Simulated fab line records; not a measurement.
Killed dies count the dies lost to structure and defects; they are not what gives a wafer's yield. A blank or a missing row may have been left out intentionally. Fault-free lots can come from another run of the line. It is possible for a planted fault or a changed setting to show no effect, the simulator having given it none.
Matching of chambers    flow nand_harc    NHARC_A_M1_DESCUM_14 on rie_diel-03: 4 sister chambers
The step chemistry O2, time 3 s. 8 wafers are shown with their chamber, then 6 later ones without.

## WAFERS WITH THEIR CHAMBER
wafer   chamber  oes_product_au (a.u.)  throttle_valve_pct (%)
L568.5  1        1.020                  11.316
L570.2  3        1.002                  11.320
L570.3  1        1.022                  11.306
L569.2  0        1.011                  11.313
L569.5  3        0.998                  11.332
L569.6  2        0.990                  11.305
L571.1  2        1.004                  11.317
L571.2  0        1.019                  11.312

## WAFERS WITHOUT THEIR CHAMBER
wafer   oes_product_au (a.u.)  throttle_valve_pct (%)
L571.6  1.012                  11.302
L572.1  1.001                  11.299
L572.3  0.994                  11.303
L572.5  0.993                  11.322
L587.2  0.977                  11.293
L587.3  1.007                  11.323

## EACH ONE'S CHAMBER
wafer   from the rows above                in truth
L571.6  can't be placed: 0 or 1 or 2       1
L572.1  can't be placed: 2 or 0 or 1       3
L572.3  2                                  2
L572.5  can't be placed: 3 or 2            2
L587.2  can't be placed: 2 or 3            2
L587.3  can't be placed: 3 or 0 or 2 or 1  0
Correct placement for 1 of the 6. Can't be placed from these rows: 5 (the true chamber is among the candidates in 4). Placed wrongly: 0.
How it was worked out, from the rows above alone: a wafer's distance from a chamber is the root of the sum, over the readings, of the square of ((its reading less the chamber's mean) divided by the reading's scatter). The wafer belongs to the nearest chamber; if the next one is less than 2 further off, it can't be placed. The mean given for a chamber averages the wafers shown for that chamber. The scatter: take each reading less its chamber's mean, square it, sum over the shown wafers, divide by the number of wafers less the number of chambers, and take the root.
